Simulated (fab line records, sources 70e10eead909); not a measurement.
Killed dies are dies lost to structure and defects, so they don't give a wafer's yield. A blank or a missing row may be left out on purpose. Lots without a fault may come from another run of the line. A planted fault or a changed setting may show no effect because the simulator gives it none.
fab line records | flow nand_harc
record lots=24 wafers=72 last_day=25
route steps=1159 shown A_CONTACT@860
lots that met no fault: from a run of the same line without faults
start_h: hours from the record's first day to the start of the lot's first wafer shown | wait_h: hours since the lot's step before | " the same as in the row above | L1.1+2: a row that stands for several wafers | - no value, or no start given | * or withheld: withheld | < > ~ a bound
route shown NAME@n: a module of which the file shows steps, and the number in the route of the first | usual: mean/standard deviation of fault-free wafers | same: alike in all rows | chamber/n: place in a boat | sites: the reading at each site | _std_site: their standard deviation | _edge_site: outer sites' mean less inner sites' | radius_mm: how far each site lies from the wafer's centre | mask NAME#n: copy n | behind: the tool/chamber that last shaped the wafer | hold: why the lot was held/for how many hours/how that ended | device: the transistor (n, p or np) that didn't switch | end of line: the same wafers' tests at the end of the route | a step without rows: its recipe alone | killed: dies lost to structure and defects at the first sort, not the wafer's yield | map: a wafer's dies, x killed, . not, _ none there
set.NAME: the setting as run; set.NAME@STEP: as run at that earlier step | model.NAME: the simulator's own value behind a step, which no gauge read
steps of the route over a sample of lots; a table a step, a row a wafer
services: from which hour (start_h, from the record's first day; less than 0 if before it) a tool's chamber was out of use, for how many hours, and why
## steps
# step NHARC_A_CONTACT_ETCH_50
# recipe target_depth_a=847 time_s=42.4 cf4_flow_sccm=100 chf3_flow_sccm=30 ar_flow_sccm=0 rf_w=500 bias_w=200 chemistry=CF4/CHF3
# usual chf3_flow_sccm=30.01/0.09 drypump_motor_current_A=5.7/0.39 oes_product_au=0.939/0.026 rf_vpp_V=370.0/1.8 showerhead_plenum_p_Torr=1.56/0.046 throttle_valve_pct=16.802/0.0095
# columns lot.wafer tool chamber start_h wait_h chf3_flow_sccm drypump_motor_current_A oes_product_au rf_hours_counter_h rf_vpp_V showerhead_plenum_p_Torr throttle_valve_pct
L075.2 rie_diel-02 2 - - 29.96 5.9 0.959 12 368.4 1.50 16.805
L075.4 " 3 " " 29.88 6.2 0.962 13 370.7 1.57 16.799
L075.3 " 0 " " 30.10 5.1 0.976 10 371.3 1.57 16.810
L074.1 rie_diel-05 2 - - 30.01 6.1 0.903 6 366.9 1.53 16.790
L074.2 " 0 " " 29.93 5.9 0.915 6 369.8 1.59 16.808
L074.3 " 1 " " 29.90 5.8 0.913 6 369.2 1.54 16.789
L077.4 rie_diel-02 2 - - 29.98 5.9 0.965 14 368.9 1.50 16.785
L077.3 " 3 " " 30.06 6.2 0.963 15 370.9 1.57 16.809
L077.1 " 1 " " 29.99 6.0 0.986 14 371.8 1.62 16.810
L078.2 rie_diel-08 1 - - 30.01 5.0 0.924 32 369.2 1.52 16.801
L078.5 " 1 " " 30.03 5.0 0.913 - 370.0 1.52 16.804
L078.6 " 2 " " 30.02 5.9 0.928 - 372.7 1.61 16.791
L079.1 rie_diel-08 0 - - 30.02 6.1 0.926 36 366.2 1.48 16.787
L079.4 " 1 " " 29.96 5.0 0.977 39 369.2 1.52 16.791
L079.6 " 3 " " 30.05 5.3 0.910 - 372.3 1.60 16.784
L076.2 rie_diel-05 0 - - 30.08 6.0 0.915 10 371.1 1.59 16.806
L076.6 " 3 " " 29.88 5.7 0.928 - 372.3 1.61 16.805
L076.5 " 0 " " 30.08 5.9 0.910 - 370.0 1.59 16.811
L084.4 rie_diel-02 3 - - 30.02 6.2 0.922 24 371.5 1.57 16.799
L084.5 " 2 " " 29.98 5.9 0.906 - 366.7 1.50 16.809
L084.6 " 3 " " 29.95 6.1 0.916 - 369.6 1.56 16.801
L081.2 rie_diel-05 0 - - 29.99 6.0 0.945 12 371.7 1.58 16.808
L081.1 " 3 " " 30.02 5.7 0.979 3 370.7 1.61 16.811
L081.5 " 1 " " 30.07 5.8 0.982 - 368.9 1.54 16.804
L080.1 rie_diel-08 2 - - 30.05 5.9 0.929 47 370.9 1.61 16.791
L080.5 " 3 " " 29.92 5.3 0.918 - 371.6 1.60 16.787
L080.6 " 0 " " 30.02 6.1 0.933 - 368.4 1.48 16.815
L083.1 rie_diel-02 0 - - 30.03 5.1 0.960 29 371.9 1.57 16.817
L083.2 " 1 " " 29.95 6.0 0.957 33 372.0 1.61 16.800
L083.5 " 3 " " 29.91 6.2 0.978 - 369.8 1.56 16.797
L082.1 rie_diel-08 1 - - 29.91 5.0 0.905 52 369.9 1.52 16.783
L082.2 " 3 " " 30.24 5.3 0.929 53 372.1 1.60 16.799
L082.5 " 1 " " 29.96 5.0 0.916 - 368.1 1.52 16.810
L088.4 rie_diel-08 3 - - 29.84 5.3 0.935 57 370.8 1.60 16.799
L088.1 " 2 " " 30.00 5.9 0.916 55 370.6 1.60 16.798
L088.5 " 3 " " 29.98 5.3 0.931 - 373.3 1.60 16.797
L087.3 rie_diel-08 2 - - 29.92 5.9 0.919 55 370.7 1.60 16.799
L087.1 " 3 " " 30.13 5.3 0.919 58 372.2 1.60 16.797
L087.5 " 0 " " 29.97 6.1 0.917 - 367.7 1.47 16.811
L086.1 rie_diel-05 3 - - 30.02 5.7 0.988 10 372.0 1.61 16.815
L086.2 " 1 " " 30.14 5.8 0.992 18 369.9 1.53 16.806
L086.6 " 2 " " 29.91 6.1 0.952 - 369.7 1.53 16.809
L085.1 rie_diel-08 1 - - 30.19 5.0 0.914 63 367.7 1.52 16.810
L085.4 " 2 " " 29.92 5.9 0.925 61 372.4 1.60 16.814
L085.6 " 0 " " 30.18 6.1 0.933 - 367.5 1.47 16.794
L090.4 rie_diel-02 2 - - 30.10 5.9 0.918 44 368.9 1.50 16.807
L090.1 " 3 " " 30.10 6.2 0.931 41 369.7 1.56 16.812
L090.6 " 2 " " 29.98 5.9 0.928 - 367.8 1.50 16.795
L091.3 rie_diel-05 0 - - 30.04 5.9 0.961 21 371.2 1.58 16.796
L091.2 " 1 " " 30.06 5.8 0.992 21 368.7 1.53 16.796
L091.1 " 3 " " 30.06 5.7 0.976 13 371.4 1.61 16.798
L092.1 rie_diel-02 1 - - 30.20 6.0 0.912 48 371.4 1.61 16.816
L092.2 " 0 " " 30.12 5.0 0.922 43 369.9 1.57 16.807
L092.6 " 2 " " 29.87 5.9 0.926 - 367.3 1.49 16.803
L089.1 rie_diel-02 1 - - 30.07 6.0 0.921 52 371.4 1.61 16.793
L089.3 " 0 " " 30.00 5.0 0.917 46 371.0 1.56 16.808
L089.6 " 1 " " 29.91 6.0 0.928 - 371.4 1.61 16.803
L094.2 rie_diel-08 3 - - 29.99 5.3 0.962 1 370.3 1.60 16.811
L094.4 " 0 " " 29.89 6.1 0.970 1 367.1 1.47 16.801
L094.5 " 2 " " 29.93 5.9 0.979 - 372.4 1.60 16.784
L095.4 rie_diel-02 1 - - 30.08 6.0 0.919 57 372.7 1.61 16.791
L095.3 " 2 " " 30.13 5.9 0.932 55 368.4 1.49 16.814
L095.5 " 2 " " 30.08 5.9 0.925 - 366.2 1.49 16.792
L096.1 rie_diel-05 0 - - 30.02 5.9 0.949 27 371.3 1.58 16.808
L096.2 " 2 " " 30.02 6.1 0.969 28 367.8 1.53 16.799
L096.6 " 0 " " 30.11 5.9 0.948 - 372.7 1.58 16.793
L093.3 rie_diel-02 2 - - 30.00 5.9 0.914 58 368.4 1.49 16.782
L093.1 " 3 " " 30.10 6.2 0.934 54 369.9 1.56 16.794
L093.6 " 1 " " 30.01 6.0 0.908 - 372.7 1.61 16.797
L097.3 rie_diel-08 2 - - 30.03 5.9 0.968 9 371.6 1.60 16.803
L097.4 " 0 " " 29.90 6.1 0.967 7 367.5 1.47 16.801
L097.6 " 2 " " 29.84 5.9 0.970 - 372.3 1.60 16.792
# step NHARC_A_CONTACT_ETCH_111
# recipe source_w=withheld pressure_mtorr=20 bias_v=withheld time_s=140 target_depth_a=7000 ar_flow_sccm=withheld c4f8_flow_sccm=withheld o2_flow_sccm=withheld chemistry=C4F8/O2/Ar
# columns lot.wafer tool chamber start_h wait_h rf_hours_counter_h
L075.2 har_cap_etch-01 1 375.60 - 57
L075.4 " 0 " " -
L075.3 " 1 " " -
L074.2 har_cap_etch-02 1 376.36 - 10
L074.1 " 0 " " 10
L074.3 " 1 " " -
L077.1 har_cap_etch-03 0 379.99 - 87
L077.4 " 1 " " -
L077.3 " 0 " " -
L078.2 har_cap_etch-01 0 380.75 - 58
L078.6 " 0 " " -
L078.5 " 1 " " -
L079.1 har_cap_etch-01 1 399.77 - 61
L079.4 " 0 " " -
L079.6 " 0 " " -
L076.2 har_cap_etch-02 1 400.31 - 15
L076.5 " 0 " " -
L076.6 " 1 " " -
L084.4 har_cap_etch-02 1 410.40 - -
L084.5 " 0 " " -
L084.6 " 1 " " -
L081.2 har_cap_etch-03 0 410.49 - 93
L081.1 " 1 " " 93
L081.5 " 0 " " -
L080.1 har_cap_etch-03 0 415.75 - 94
L080.6 " 0 " " -
L080.5 " 1 " " -
L083.1 har_cap_etch-01 1 425.66 - 66
L083.2 " 0 " " 66
L083.5 " 0 " " -
L082.1 har_cap_etch-03 1 427.22 - 96
L082.2 " 0 " " 96
L082.5 " 0 " " -
L088.1 har_cap_etch-01 0 440.14 - 69
L088.4 " 1 " " -
L088.5 " 1 " " -
L087.1 har_cap_etch-03 1 440.66 - 99
L087.3 " 1 " " -
L087.5 " 1 " " -
L086.1 har_cap_etch-02 0 453.58 - 22
L086.2 " 1 " " 22
L086.6 " 0 " " -
L085.1 har_cap_etch-01 1 454.31 - 71
L085.4 " 1 " " -
L085.6 " 0 " " -
L090.1 har_cap_etch-02 0 464.81 - 24
L090.4 " 1 " " -
L090.6 " 0 " " -
L091.1 har_cap_etch-03 0 465.10 - 103
L091.2 " 1 " " 103
L091.3 " 1 " " -
L092.1 har_cap_etch-02 0 470.21 - 25
L092.2 " 1 " " 25
L092.6 " 1 " " -
L089.1 har_cap_etch-03 1 476.09 - 105
L089.3 " 0 " " -
L089.6 " 0 " " -
L094.2 har_cap_etch-03 0 491.41 - 107
L094.4 " 1 " " -
L094.5 " 1 " " -
L095.3 har_cap_etch-02 0 495.59 - -
L095.4 " 1 " " -
L095.5 " 0 " " -
L096.1 har_cap_etch-03 1 500.33 - 108
L096.2 " 0 " " 108
L096.6 " 0 " " -
L093.1 har_cap_etch-02 1 500.82 - 30
L093.3 " 0 " " -
L093.6 " 0 " " -
L097.4 har_cap_etch-01 0 508.35 - -
L097.3 " 1 " " -
L097.6 " 0 " " -
# step NHARC_A_CONTACT_ETCH_96
# recipe target_depth_a=200 over_etch_frac=0.5 time_s=10 ion_energy_ev=250 c4f6_flow_sccm=25 o2_flow_sccm=20 ar_flow_sccm=500 rf_w=600 bias_w=500 chemistry=C4F6/O2
# usual drypump_motor_current_A=5.86/0.29 oes_product_au=0.974/0.029 rf_vpp_V=546.1/2.1 showerhead_plenum_p_Torr=3.89/0.091 throttle_valve_pct=26.904/0.0092
# columns lot.wafer tool chamber start_h wait_h drypump_motor_current_A oes_product_au rf_hours_counter_h rf_vpp_V showerhead_plenum_p_Torr throttle_valve_pct
L075.2 rie_diel-05 0 377.53 0.1 5.93 0.981 6 547.8 3.95 26.903
L075.3 " 1 " " 5.81 1.002 6 544.4 3.83 26.911
L075.4 " 0 " " 5.99 0.983 - 547.8 3.95 26.913
L074.1 rie_diel-05 1 378.83 0.1 5.80 0.949 7 544.2 3.83 26.887
L074.2 " 2 " " 6.16 0.921 7 546.1 3.82 26.911
L074.3 " 0 " " 5.98 0.940 7 546.6 3.95 26.911
L077.1 rie_diel-05 2 382.19 0.4 6.12 0.960 7 545.3 3.82 26.898
L077.3 " 0 " " 5.94 0.980 7 545.6 3.95 26.910
L077.4 " 1 " " 5.83 1.012 - 545.8 3.83 26.895
L078.2 rie_diel-08 0 - - 6.14 0.986 29 542.9 3.70 26.900
L078.5 " 3 " " 5.32 0.972 - 548.7 4.00 26.892
L078.6 " 0 " " 6.13 0.978 - 542.2 3.70 26.893
L079.4 rie_diel-05 3 - - 5.75 1.007 2 548.0 4.01 26.906
L079.1 " 0 " " 5.94 0.971 10 548.9 3.95 26.882
L079.6 " 2 " " 6.15 0.942 - 544.5 3.82 26.894
L076.2 rie_diel-05 3 - - 5.73 0.966 2 549.6 4.01 26.913
L076.5 " 2 " " 6.11 0.925 - 545.4 3.82 26.891
L076.6 " 3 " " 5.74 0.970 - 549.6 4.01 26.915
L084.4 rie_diel-05 1 - - 5.83 1.021 12 545.4 3.83 26.905
L084.6 " 0 " " 5.96 0.990 - 547.4 3.95 26.915
L084.5 " 1 " " 5.81 1.010 - 544.7 3.83 26.903
L081.1 rie_diel-02 3 - - 6.14 1.001 25 546.6 3.90 26.909
L081.2 " 1 " " 6.00 1.001 29 549.8 4.02 26.902
L081.5 " 3 " " 6.16 1.005 - 545.2 3.90 26.911
L080.1 rie_diel-05 0 - - 5.92 0.981 13 547.7 3.95 26.908
L080.6 " 0 " " 5.90 0.974 - 546.9 3.95 26.895
L080.5 " 1 " " 5.82 1.004 - 545.6 3.83 26.891
L083.1 rie_diel-02 3 - - 6.18 0.965 30 546.8 3.90 26.895
L083.2 " 1 " " 6.03 0.955 34 550.0 4.02 26.903
L083.5 " 3 " " 6.17 0.973 - 546.3 3.90 26.903
L082.1 rie_diel-05 1 - - 5.81 1.003 14 544.3 3.83 26.910
L082.2 " 2 " " 6.16 0.973 15 543.7 3.82 26.898
L082.5 " 1 " " 5.83 1.012 - 546.3 3.83 26.922
L088.4 rie_diel-05 0 - - 5.98 0.994 17 545.6 3.95 26.902
L088.1 " 1 " " 5.82 1.001 16 545.9 3.83 26.909
L088.5 " 3 " " 5.76 1.040 - 550.0 4.01 26.906
L087.1 rie_diel-05 0 - - 5.93 1.004 17 547.3 3.95 26.892
L087.3 " 2 " " 6.19 0.970 17 545.0 3.82 26.909
L087.5 " 0 " " 5.96 0.994 - 546.6 3.95 26.894
L086.1 rie_diel-02 1 - - 5.99 0.931 45 546.7 4.01 26.914
L086.2 " 2 " " 5.89 0.945 42 544.3 3.74 26.895
L086.6 " 3 " " 6.17 0.958 - 548.0 3.89 26.903
L085.4 rie_diel-05 2 - - 6.12 0.974 20 544.1 3.81 26.909
L085.1 " 0 " " 5.92 0.987 19 546.3 3.95 26.888
L085.6 " 2 " " 6.09 0.978 - 543.3 3.81 26.895
L090.4 rie_diel-02 0 - - 5.05 0.934 42 547.6 3.90 26.919
L090.1 " 2 " " 5.94 0.970 44 542.6 3.74 26.903
L090.6 " 0 " " 5.06 0.945 - 546.1 3.90 26.899
L091.1 rie_diel-05 1 - - 5.81 0.958 22 544.0 3.82 26.911
L091.2 " 2 " " 6.12 0.924 22 544.4 3.81 26.906
L091.3 " 3 " " 5.73 0.956 13 548.4 4.00 26.905
L092.2 rie_diel-02 1 - - 6.01 0.966 51 547.4 4.01 26.912
L092.1 " 3 " " 6.19 0.965 44 546.5 3.89 26.895
L092.6 " 2 " " 5.93 0.969 - 541.4 3.73 26.903
L089.1 rie_diel-08 3 - - 5.31 0.954 71 547.3 3.98 26.899
L089.3 " 0 " " 6.15 0.950 69 541.0 3.68 26.903
L089.6 " 0 " " 6.14 0.948 - 540.2 3.68 26.928
L094.2 rie_diel-05 3 493.40 0.1 5.72 1.021 18 550.6 4.00 26.897
L094.4 " 3 " " 5.71 1.017 - 548.4 4.00 26.907
L094.5 " 1 " " 5.81 1.008 - 543.5 3.82 26.901
L095.4 rie_diel-05 3 - - 5.72 1.000 18 548.8 4.00 26.899
L095.3 " 0 " " 5.95 0.957 26 548.3 3.94 26.912
L095.5 " 3 " " 5.70 1.005 - 548.4 4.00 26.901
L096.1 rie_diel-05 1 - - 5.81 0.957 28 545.3 3.82 26.894
L096.2 " 2 " " 6.11 0.944 28 546.5 3.81 26.922
L096.6 " 0 " " 5.94 0.932 - 547.1 3.94 26.916
L093.3 rie_diel-02 2 - - 5.90 0.932 60 542.5 3.73 26.895
L093.1 " 0 " " 5.06 0.942 54 547.7 3.90 26.911
L093.6 " 3 " " 6.21 0.959 - 546.4 3.88 26.897
L097.3 rie_diel-05 3 - - 5.74 1.007 21 548.4 4.00 26.920
L097.4 " 0 " " 5.92 0.978 29 547.7 3.94 26.909
L097.6 " 3 " " 5.72 1.022 - 548.3 4.00 26.909
# step NHARC_A_CONTACT_ETCH_89
# recipe target_depth_a=2600 over_etch_frac=0.3 time_s=475.3 ion_energy_ev=200 n2_flow_sccm=150 h2_flow_sccm=150 ar_flow_sccm=0 rf_w=400 bias_w=150 chemistry=N2/H2
# usual drypump_motor_current_A=5.8/0.32 oes_product_au=0.999/0.017 rf_vpp_V=430.1/1.9 showerhead_plenum_p_Torr=2.02/0.059 throttle_valve_pct=14.171/0.009
# columns lot.wafer tool chamber start_h wait_h drypump_motor_current_A oes_product_au rf_hours_counter_h rf_vpp_V showerhead_plenum_p_Torr throttle_valve_pct
L075.4 rie_diel-08 1 - - 5.0 0.989 36 429.0 1.97 14.171
L075.3 " 2 " " 6.0 0.999 38 431.8 2.09 14.174
L075.2 " 3 " " 5.3 0.985 39 432.4 2.08 14.155
L074.2 rie_diel-02 2 - - 5.9 0.986 18 426.9 1.94 14.186
L074.3 " 0 " " 5.1 0.995 17 431.4 2.04 14.176
L074.1 " 1 " " 6.0 0.998 20 433.1 2.10 14.179
L077.4 rie_diel-02 0 - - 5.1 0.998 18 429.4 2.04 14.168
L077.1 " 1 " " 6.0 1.004 21 432.4 2.10 14.184
L077.3 " 2 " " 5.9 0.991 19 426.9 1.94 14.178
L078.2 rie_diel-05 2 - - 6.1 0.964 9 429.0 1.98 14.184
L078.6 " 2 " " 6.1 0.960 - 427.3 1.98 14.166
L078.5 " 3 " " 5.7 1.028 - 430.8 2.09 14.155
L079.1 rie_diel-05 2 - - 6.1 0.988 13 429.0 1.98 14.161
L079.4 " 0 " " 6.0 0.990 12 431.6 2.06 14.153
L079.6 " 1 " " 5.8 1.016 - 427.5 1.99 14.160
L076.2 rie_diel-08 0 - - 6.1 1.005 44 426.2 1.90 14.183
L076.6 " 2 " " 5.9 1.007 - 429.8 2.09 14.172
L076.5 " 3 " " 5.3 0.994 - 432.8 2.08 14.174
L084.4 rie_diel-05 3 - - 5.8 1.026 5 430.2 2.09 14.184
L084.5 " 3 " " 5.8 1.024 - 432.0 2.09 14.169
L084.6 " 0 " " 6.0 0.987 - 431.0 2.05 14.180
L081.2 rie_diel-05 0 - - 6.0 0.989 14 431.1 2.05 14.189
L081.1 " 1 " " 5.8 1.012 14 428.7 1.98 14.169
L081.5 " 3 " " 5.8 1.041 - 432.5 2.09 14.172
L080.1 rie_diel-08 3 - - 5.3 1.002 55 431.0 2.08 14.174
L080.5 " 0 " " 6.1 1.006 - 428.6 1.90 14.175
L080.6 " 1 " " 5.0 0.981 - 428.0 1.96 14.165
L083.2 rie_diel-05 1 - - 5.8 1.001 16 429.3 1.98 14.171
L083.1 " 2 " " 6.1 0.973 16 429.6 1.98 14.167
L083.5 " 3 " " 5.7 1.025 - 432.9 2.09 14.167
L082.1 rie_diel-08 2 - - 5.9 0.991 56 431.8 2.08 14.169
L082.2 " 0 " " 6.1 0.989 54 425.4 1.90 14.168
L082.5 " 1 " " 5.0 0.981 - 427.9 1.96 14.180
L088.1 rie_diel-02 2 - - 5.9 0.988 41 427.3 1.93 14.153
L088.4 " 1 " " 6.0 0.994 44 431.4 2.09 14.168
L088.5 " 2 " " 5.9 0.992 - 426.2 1.93 14.165
L087.3 rie_diel-05 0 - - 6.0 0.982 19 431.1 2.05 14.170
L087.1 " 3 " " 5.7 1.031 11 431.6 2.09 14.187
L087.5 " 1 " " 5.8 1.008 - 430.1 1.98 14.178
L086.1 rie_diel-05 1 - - 5.8 1.008 22 429.4 1.98 14.154
L086.2 " 3 " " 5.7 1.020 13 432.0 2.09 14.181
L086.6 " 2 " " 6.1 0.965 - 428.6 1.97 14.164
L085.4 rie_diel-05 3 - - 5.7 1.026 13 432.5 2.09 14.148
L085.1 " 1 " " 5.8 1.017 22 427.9 1.98 14.171
L085.6 " 2 " " 6.1 0.981 - 427.6 1.97 14.169
L090.4 rie_diel-05 0 - - 6.0 0.984 24 431.6 2.05 14.175
L090.1 " 1 " " 5.8 1.018 24 428.8 1.98 14.164
L090.6 " 0 " " 5.9 0.980 - 430.6 2.05 14.158
L091.3 rie_diel-05 2 - - 6.1 0.986 24 430.1 1.97 14.175
L091.2 " 0 " " 6.0 0.992 24 431.4 2.05 14.170
L091.1 " 1 " " 5.8 1.020 24 429.8 1.98 14.163
L092.1 rie_diel-05 2 - - 6.1 0.987 26 427.8 1.97 14.181
L092.2 " 3 " " 5.7 1.022 17 430.9 2.08 14.185
L092.6 " 2 " " 6.1 0.981 - 428.5 1.97 14.176
L089.3 rie_diel-05 0 - - 5.9 0.981 26 432.1 2.05 14.163
L089.1 " 2 " " 6.2 0.990 26 426.9 1.97 14.175
L089.6 " 0 " " 5.9 0.991 - 431.6 2.05 14.161
L094.4 rie_diel-05 0 - - 5.9 0.991 27 431.2 2.05 14.164
L094.2 " 2 " " 6.1 0.980 29 429.7 1.97 14.176
L094.5 " 3 " " 5.7 1.025 - 431.6 2.08 14.181
L095.3 rie_diel-05 0 - - 5.9 0.991 28 430.7 2.05 14.164
L095.4 " 1 " " 5.8 1.005 30 429.3 1.98 14.180
L095.5 " 2 " " 6.1 0.982 - 428.8 1.97 14.175
L096.1 rie_diel-05 1 - - 5.8 1.025 30 429.4 1.98 14.180
L096.2 " 3 " " 5.8 1.013 21 432.5 2.08 14.167
L096.6 " 1 " " 5.8 1.002 - 428.1 1.98 14.177
L093.3 rie_diel-02 2 - - 5.9 0.987 0 428.6 1.92 14.169
L093.1 " 0 " " 5.0 0.990 0 431.3 2.02 14.167
L093.6 " 3 " " 6.1 1.020 - 430.3 2.02 14.152
L097.3 rie_diel-08 0 - - 6.1 1.002 15 425.4 1.89 14.166
L097.4 " 2 " " 5.9 1.010 17 431.9 2.07 14.172
L097.6 " 0 " " 6.1 1.009 - 426.3 1.89 14.161
# step NHARC_A_CONTACT_ETCH_134
# recipe source_w=withheld pressure_mtorr=20 bias_v=withheld time_s=140 target_depth_a=7000 ar_flow_sccm=withheld c4f8_flow_sccm=withheld o2_flow_sccm=withheld chemistry=C4F8/O2/Ar
# columns lot.wafer tool chamber start_h wait_h rf_hours_counter_h
L075.2 har_cap_etch-03 1 390.92 - 90
L075.3 " 1 " " -
L075.4 " 0 " " -
L074.2 har_cap_etch-01 1 391.66 - 60
L074.1 " 0 " " 60
L074.3 " 1 " " -
L077.1 har_cap_etch-02 0 394.37 - 14
L077.4 " 1 " " -
L077.3 " 0 " " -
L078.2 har_cap_etch-03 1 394.95 - 91
L078.6 " 0 " " -
L078.5 " 1 " " -
L079.1 har_cap_etch-01 1 413.24 - 64
L079.4 " 0 " " -
L079.6 " 1 " " -
L076.2 har_cap_etch-02 1 414.17 - 17
L076.6 " 0 " " -
L076.5 " 1 " " -
L084.4 har_cap_etch-02 0 426.95 - -
L084.6 " 1 " " -
L084.5 " 0 " " -
L081.2 har_cap_etch-01 1 427.91 - 67
L081.1 " 0 " " 67
L081.5 " 1 " " -
L080.1 har_cap_etch-02 0 431.65 - 20
L080.5 " 1 " " -
L080.6 " 0 " " -
L083.2 har_cap_etch-02 0 438.92 - 21
L083.1 " 1 " " 21
L083.5 " 1 " " -
L082.1 har_cap_etch-02 0 442.77 - 21
L082.2 " 1 " " 21
L082.5 " 1 " " -
L088.1 har_cap_etch-03 1 454.74 - 101
L088.4 " 0 " " -
L088.5 " 0 " " -
L087.1 har_cap_etch-02 0 455.11 - 23
L087.3 " 1 " " -
L087.5 " 0 " " -
L086.1 har_cap_etch-01 0 469.84 - 74
L086.2 " 1 " " 74
L086.6 " 0 " " -
L085.1 har_cap_etch-03 0 472.84 - 105
L085.4 " 0 " " -
L085.6 " 1 " " -
L090.1 har_cap_etch-02 0 480.61 - 28
L090.4 " 0 " " -
L090.6 " 1 " " -
L091.2 har_cap_etch-03 0 481.00 - 107
L091.1 " 1 " " 107
L091.3 " 1 " " -
L092.1 har_cap_etch-02 1 485.27 - 28
L092.2 " 0 " " 28
L092.6 " 0 " " -
L089.1 har_cap_etch-01 0 491.74 - 79
L089.3 " 0 " " -
L089.6 " 1 " " -
L094.2 har_cap_etch-02 1 507.86 - 31
L094.4 " 0 " " -
L094.5 " 1 " " -
L095.4 har_cap_etch-01 1 510.46 - -
L095.3 " 0 " " -
L095.5 " 1 " " -
L096.1 har_cap_etch-01 1 514.14 - 84
L096.2 " 0 " " 84
L096.6 " 1 " " -
L093.1 har_cap_etch-01 1 519.86 - 85
L093.3 " 1 " " -
L093.6 " 1 " " -
L097.4 har_cap_etch-01 1 524.90 - -
L097.3 " 0 " " -
L097.6 " 0 " " -
# step NHARC_A_CONTACT_ETCH_135
# recipe source_w=withheld pressure_mtorr=20 bias_v=3000 time_s=132 target_depth_a=12870 ar_flow_sccm=withheld c4f8_flow_sccm=withheld o2_flow_sccm=withheld chemistry=C4F8/O2/Ar
# columns lot.wafer tool chamber start_h wait_h rf_hours_counter_h
L075.2 har_cap_etch-03 1 391.13 0.2 90
L075.3 " 1 " " -
L075.4 " 0 " " -
L074.2 har_cap_etch-01 1 391.86 0.2 60
L074.1 " 0 " " 60
L074.3 " 1 " " -
L077.1 har_cap_etch-02 0 394.56 0.2 14
L077.4 " 1 " " -
L077.3 " 0 " " -
L078.2 har_cap_etch-03 1 395.14 0.2 91
L078.6 " 0 " " -
L078.5 " 1 " " -
L079.1 har_cap_etch-01 1 413.42 0.2 64
L079.4 " 0 " " -
L079.6 " 1 " " -
L076.2 har_cap_etch-02 1 414.36 0.2 17
L076.6 " 0 " " -
L076.5 " 1 " " -
L084.4 har_cap_etch-02 0 427.11 0.1 -
L084.6 " 1 " " -
L084.5 " 0 " " -
L081.2 har_cap_etch-01 1 428.11 0.2 67
L081.1 " 0 " " 67
L081.5 " 1 " " -
L080.1 har_cap_etch-02 0 431.83 0.2 20
L080.5 " 1 " " -
L080.6 " 0 " " -
L083.2 har_cap_etch-02 0 439.13 0.2 21
L083.1 " 1 " " 21
L083.5 " 1 " " -
L082.1 har_cap_etch-02 0 442.97 0.2 21
L082.2 " 1 " " 21
L082.5 " 1 " " -
L088.1 har_cap_etch-03 1 454.92 0.2 102
L088.4 " 0 " " -
L088.5 " 0 " " -
L087.1 har_cap_etch-02 0 455.31 0.2 23
L087.3 " 1 " " -
L087.5 " 0 " " -
L086.1 har_cap_etch-01 0 470.04 0.2 74
L086.2 " 1 " " 74
L086.6 " 0 " " -
L085.1 har_cap_etch-03 0 473.05 0.2 105
L085.4 " 0 " " -
L085.6 " 1 " " -
L090.1 har_cap_etch-02 0 480.81 0.2 28
L090.4 " 0 " " -
L090.6 " 1 " " -
L091.2 har_cap_etch-03 0 481.20 0.2 107
L091.1 " 1 " " 107
L091.3 " 1 " " -
L092.1 har_cap_etch-02 1 485.47 0.2 28
L092.2 " 0 " " 28
L092.6 " 0 " " -
L089.1 har_cap_etch-01 0 491.94 0.2 79
L089.3 " 0 " " -
L089.6 " 1 " " -
L094.2 har_cap_etch-02 1 508.19 0.3 32
L094.4 " 0 " " -
L094.5 " 1 " " -
L095.4 har_cap_etch-01 1 510.69 0.2 -
L095.3 " 0 " " -
L095.5 " 1 " " -
L096.1 har_cap_etch-01 1 514.34 0.2 84
L096.2 " 0 " " 84
L096.6 " 1 " " -
L093.1 har_cap_etch-01 1 520.05 0.2 85
L093.3 " 1 " " -
L093.6 " 1 " " -
L097.4 har_cap_etch-01 1 525.07 0.1 -
L097.3 " 0 " " -
L097.6 " 0 " " -
## services
# columns tool chamber start_h hours kind
rie_diel-05 0 374.40 - clean
rie_diel-05 1 374.40 - clean
rie_diel-05 2 374.40 - clean
rie_diel-05 3 374.40 - clean
rie_diel-02 3 384.07 6.7 repair
rie_diel-05 0 398.94 - clean
rie_diel-05 1 398.94 - clean
rie_diel-05 2 398.94 - clean
rie_diel-05 3 398.94 - clean
rie_diel-05 0 423.44 - clean
rie_diel-05 1 423.44 - clean
rie_diel-05 2 423.44 - clean
rie_diel-05 3 423.44 - clean
rie_diel-02 0 446.67 2.1 repair
rie_diel-05 0 447.94 - clean
rie_diel-05 1 447.94 - clean
rie_diel-05 2 447.94 - clean
rie_diel-08 - 478.82 9.0 pm
rie_diel-05 0 492.03 5.2 repair
har_cap_etch-03 - 497.84 0.4 repair
rie_diel-08 0 503.22 3.3 repair
rie_diel-02 - 505.58 9.0 pm
rie_diel-08 - 509.28 0.1 repair
rie_diel-05 - 517.93 9.0 pm
## key
fault none
